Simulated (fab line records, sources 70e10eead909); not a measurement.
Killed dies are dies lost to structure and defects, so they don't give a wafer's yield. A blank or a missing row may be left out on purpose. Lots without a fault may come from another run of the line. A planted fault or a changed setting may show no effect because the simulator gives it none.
Which tool did it? | flow nand_harc | 12 lots, 36 wafers sampled, at 5 steps of a route of 1302

WHAT THE GAUGES READ, wafer by wafer
NHARC_END_SORT_01. Usual: killed_at_array 57, standard deviation 18; killed_at_other 0.9, standard deviation 1.3; killed_at_periphery 3.5, standard deviation 2.2; killed_dies 62, standard deviation 18; killed_open 3.0, standard deviation 1.7; killed_short 2.3, standard deviation 1.5.
lot  | measured     | on        | killed_at_array | killed_at_other | killed_at_periphery | killed_dies | killed_open | killed_short | flag
L264 | day 28 04:21 | prober-01 | 103 473 87      | 1 0 0           | 2 3 6               | 106 476 93  | 8 6 4       | 0 1 4        | OFF

WHICH TOOL RAN EACH LOT (tool, then ch and the chambers of the sampled wafers, then the start)
lot  | NHARC_A_STAIRCASE_ETCH_203                    | NHARC_A_STAIRCASE_TRIM_220         | NHARC_A_STAIRCASE_ETCH_225                    | NHARC_A_STAIRCASE_TRIM_229
L255 | rie_diel-05 ch 2,3, day 16 09:19 or earlier   | rie_diel-09 ch 2,3, day 16 09:19   | rie_diel-09 ch 1,2,3, day 16 10:44 or earlier | rie_diel-05 ch 0,1,2, day 16 10:44
L256 | rie_diel-05 ch 1,2, day 16 09:33 or earlier   | rie_diel-09 ch 1,2, day 16 09:33   | rie_diel-09 ch 1,2,3, day 16 10:57 or earlier | rie_diel-09 ch 1,2,3, day 16 10:57
L257 | rie_diel-01 ch 0,2, day 17 11:12 or earlier   | rie_diel-01 ch 1,2,3, day 17 11:12 | rie_diel-01 ch 0,1,3, day 17 12:16 or earlier | rie_diel-05 ch 1,2,3, day 17 12:16
L259 | rie_diel-05 ch 0,1, day 17 13:12 or earlier   | rie_diel-05 ch 0,1,3, day 17 13:12 | rie_diel-05 ch 0,1, day 17 14:25 or earlier   | rie_diel-01 ch 0,2,3, day 17 14:25
L258 | rie_diel-05 ch 0,1,3, day 17 15:38 or earlier | rie_diel-09 ch 0,1,2, day 17 15:38 | rie_diel-09 ch 0,1,2, day 17 16:41 or earlier | rie_diel-01 ch 0,1,2, day 17 16:41
L261 | rie_diel-01 ch 1,2, day 18 15:09 or earlier   | rie_diel-09 ch 0,3, day 18 15:09   | rie_diel-09 ch 2,3, day 18 16:15 or earlier   | rie_diel-01 ch 1,2, day 18 16:15
L264 | rie_diel-09 ch 0,1,3, day 19 06:28 or earlier | rie_diel-09 ch 0,3, day 19 06:28   | rie_diel-09 ch 0,1, day 19 07:34 or earlier   | rie_diel-09 ch 0,3, day 19 07:34
L272 | rie_diel-01 ch 0,3, day 22 15:10 or earlier   | rie_diel-05 ch 0,1,2, day 22 15:10 | rie_diel-05 ch 1,3, day 22 16:20 or earlier   | rie_diel-09 ch 0,2,3, day 22 16:20
L273 | rie_diel-05 ch 0,2,3, day 23 13:41 or earlier | rie_diel-01 ch 1,2, day 23 13:41   | rie_diel-01 ch 1,2,3, day 23 14:44 or earlier | rie_diel-01 ch 0,2,3, day 23 14:44
L276 | rie_diel-05 ch 0,1,2, day 24 04:37 or earlier | rie_diel-09 ch 0,1,3, day 24 04:37 | rie_diel-09 ch 0,1,3, day 24 08:27 or earlier | rie_diel-09 ch 0,1,3, day 24 08:27
L275 | rie_diel-01 ch 1,2, day 24 07:45 or earlier   | rie_diel-05 ch 0,1,3, day 24 07:45 | rie_diel-05 ch 0,1, day 24 10:11 or earlier   | rie_diel-05 ch 0,3, day 24 10:11
L277 | rie_diel-09 ch 0,1,3, day 24 18:56 or earlier | rie_diel-09 ch 0,1,3, day 24 18:56 | rie_diel-09 ch 1,2, day 24 19:58 or earlier   | rie_diel-01 ch 0,3, day 24 19:58
- NHARC_A_STAIRCASE_ETCH_203: etches the open film in C4F8/O2, target depth 100 nm, time 40.5 s.
- NHARC_A_STAIRCASE_TRIM_220: chemistry O2, time 211.2 s.
- NHARC_A_STAIRCASE_ETCH_225: etches the open film in C4F8/O2, target depth 100 nm, time 40.5 s.
- NHARC_A_STAIRCASE_TRIM_229: chemistry O2, time 211.2 s.

WHAT THE TOOLS THEMSELVES READ (means of the sampled wafers that have a number; where no wafer has one, the mark that the record gives instead)
NHARC_A_STAIRCASE_ETCH_203. Usual: oes_product_au 0.943 a.u., standard deviation 0.013; rf_vpp_V 898 V, standard deviation 4.8.
lot  | tool        | oes_product_au (a.u.) | rf_vpp_V (V) | flag
L255 | rie_diel-05 | 0.933                 | 903          |
L256 | rie_diel-05 | 0.942                 | 900          |
L257 | rie_diel-01 | 0.939                 | 890          |
L259 | rie_diel-05 | 0.948                 | 901          |
L258 | rie_diel-05 | 0.938                 | 902          |
L261 | rie_diel-01 | 0.914                 | 890          |
L264 | rie_diel-09 | 0.928                 | 900          |
L272 | rie_diel-01 | 0.941                 | 891          |
L273 | rie_diel-05 | 0.948                 | 899          |
L276 | rie_diel-05 | 0.949                 | 900          |
L275 | rie_diel-01 | 0.936                 | 891          |
L277 | rie_diel-09 | 0.948                 | 901          |

NHARC_A_STAIRCASE_TRIM_220. Usual: drypump_motor_current_A 5.9 A, standard deviation 0.43; oes_product_au 1.002 a.u., standard deviation 0.011; rf_vpp_V 58.0 V, standard deviation 0.9; run_length_s 232.4 s, standard deviation 0.54; showerhead_plenum_p_Torr 3.58 Torr, standard deviation 0.14; throttle_valve_pct 17.038 %, standard deviation 0.0089.
lot  | tool        | drypump_motor_current_A (A) | oes_product_au (a.u.) | rf_vpp_V (V) | run_length_s (s) | showerhead_plenum_p_Torr (Torr) | throttle_valve_pct (%) | flag
L255 | rie_diel-09 | 6.4                         | 1.011                 | 58.2         | 232.4            | 3.72                            | 17.039                 |
L256 | rie_diel-09 | 6.1                         | 1.010                 | 57.8         | 232.2            | 3.61                            | 17.042                 |
L257 | rie_diel-01 | 5.8                         | 0.989                 | 57.2         | 232.6            | 3.46                            | 17.046                 |
L259 | rie_diel-05 | 5.3                         | 1.001                 | 58.6         | 232.7            | 3.70                            | 17.030                 |
L258 | rie_diel-09 | 6.0                         | 1.003                 | 58.3         | 231.9            | 3.62                            | 17.037                 |
L261 | rie_diel-09 | 6.2                         | 0.995                 | 58.5         | 232.1            | 3.72                            | 17.034                 |
L264 | rie_diel-09 | 6.2                         | 1.001                 | 58.3         | 211.8            | 3.71                            | 17.037                 | OFF
L272 | rie_diel-05 | 5.6                         | 1.012                 | 58.5         | 232.7            | 3.62                            | 17.033                 |
L273 | rie_diel-01 | 6.0                         | 0.981                 | 58.0         | 232.8            | 3.36                            | 17.041                 |
L276 | rie_diel-09 | 6.0                         | 1.011                 | 57.8         | 232.1            | 3.65                            | 17.037                 |
L275 | rie_diel-05 | 5.3                         | 1.013                 | 57.9         | 232.7            | 3.67                            | 17.044                 |
L277 | rie_diel-09 | 6.0                         | 1.004                 | 57.6         | 231.9            | 3.65                            | 17.031                 |

NHARC_A_STAIRCASE_ETCH_225. Usual: oes_product_au 0.942 a.u., standard deviation 0.01; rf_vpp_V 898 V, standard deviation 4.9.
lot  | tool        | oes_product_au (a.u.) | rf_vpp_V (V) | flag
L255 | rie_diel-09 | 0.935                 | 901          |
L256 | rie_diel-09 | 0.937                 | 901          |
L257 | rie_diel-01 | 0.950                 | 893          |
L259 | rie_diel-05 | 0.944                 | 902          |
L258 | rie_diel-09 | 0.940                 | 900          |
L261 | rie_diel-09 | 0.951                 | 900          |
L264 | rie_diel-09 | 0.934                 | 900          |
L272 | rie_diel-05 | 0.941                 | 902          |
L273 | rie_diel-01 | 0.940                 | 892          |
L276 | rie_diel-09 | 0.940                 | 901          |
L275 | rie_diel-05 | 0.949                 | 899          |
L277 | rie_diel-09 | 0.938                 | 897          |

NHARC_A_STAIRCASE_TRIM_229. Usual: drypump_motor_current_A 5.8 A, standard deviation 0.45; oes_product_au 1.001 a.u., standard deviation 0.012; rf_vpp_V 57.9 V, standard deviation 0.81; run_length_s 232.5 s, standard deviation 0.55; showerhead_plenum_p_Torr 3.58 Torr, standard deviation 0.13; throttle_valve_pct 17.036 %, standard deviation 0.0094.
lot  | tool        | drypump_motor_current_A (A) | oes_product_au (a.u.) | rf_vpp_V (V) | run_length_s (s) | showerhead_plenum_p_Torr (Torr) | throttle_valve_pct (%) | flag
L255 | rie_diel-05 | 5.6                         | 1.005                 | 58.6         | 232.8            | 3.65                            | 17.034                 |
L256 | rie_diel-09 | 6.2                         | 1.005                 | 57.9         | 231.9            | 3.67                            | 17.032                 |
L257 | rie_diel-05 | 5.6                         | 1.007                 | 58.5         | 232.7            | 3.71                            | 17.029                 |
L259 | rie_diel-01 | 6.1                         | 0.997                 | 57.5         | 232.5            | 3.42                            | 17.040                 |
L258 | rie_diel-01 | 5.9                         | 1.003                 | 57.4         | 232.8            | 3.39                            | 17.031                 |
L261 | rie_diel-01 | 5.7                         | 0.992                 | 58.0         | 232.8            | 3.42                            | 17.029                 |
L264 | rie_diel-09 | 5.9                         | 0.994                 | 58.3         | 232.3            | 3.67                            | 17.036                 |
L272 | rie_diel-09 | 6.1                         | 1.001                 | 58.5         | 232.1            | 3.64                            | 17.038                 |
L273 | rie_diel-01 | 6.1                         | 0.995                 | 57.8         | 232.8            | 3.40                            | 17.032                 |
L276 | rie_diel-09 | 6.0                         | 1.008                 | 58.4         | 232.2            | 3.65                            | 17.039                 |
L275 | rie_diel-05 | 5.1                         | 1.003                 | 57.9         | 232.9            | 3.68                            | 17.033                 |
L277 | rie_diel-01 | 5.9                         | 1.011                 | 57.9         | 232.9            | 3.47                            | 17.034                 |

THE ANSWER, worked out from the rows above alone
Rule: a lot is off if the mean of its wafers that have a number lies more than 3 standard deviations from the usual mean. A lot without any number at a reading at which 4 lots or more have one is off too. The other lots that the step has rows for count as sound. The gauges are gone through in route order, then the tools' own readings, and for those a lot's mean is taken as printed above. The first step at which some lot is off is used, and at that step the reading that is off furthest; a lot without a number counts as furthest.
Off: L264, at NHARC_END_SORT_01 (killed_at_array). Neither off nor sound, because the step has no rows for them: L255, L256, L257, L259, L258, L261, L272, L273, L276, L275, L277.
A tool fits if, at a process step before that reading, it ran every lot that is off, and no sound lot after the first of them. The gauges at NHARC_END_SORT_01 aren't tried: what is off there is off at NHARC_A_STAIRCASE_TRIM_220 too, on other tools, and a gauge's error can't cause that. NHARC_A_STAIRCASE_ETCH_203 gives no start for some lots, so the hours and the order of its lots are those of NHARC_A_STAIRCASE_TRIM_220. NHARC_A_STAIRCASE_ETCH_225 gives no start for some lots, so the hours and the order of its lots are those of NHARC_A_STAIRCASE_TRIM_229. One fits: rie_diel-09 at NHARC_A_STAIRCASE_ETCH_203 and NHARC_A_STAIRCASE_TRIM_220 and NHARC_A_STAIRCASE_ETCH_225 and NHARC_A_STAIRCASE_TRIM_229. It ran no sound lot before its first lot that is off in this sample, so the start can't be narrowed down.

WHAT THE SIMULATOR HAD PUT IN
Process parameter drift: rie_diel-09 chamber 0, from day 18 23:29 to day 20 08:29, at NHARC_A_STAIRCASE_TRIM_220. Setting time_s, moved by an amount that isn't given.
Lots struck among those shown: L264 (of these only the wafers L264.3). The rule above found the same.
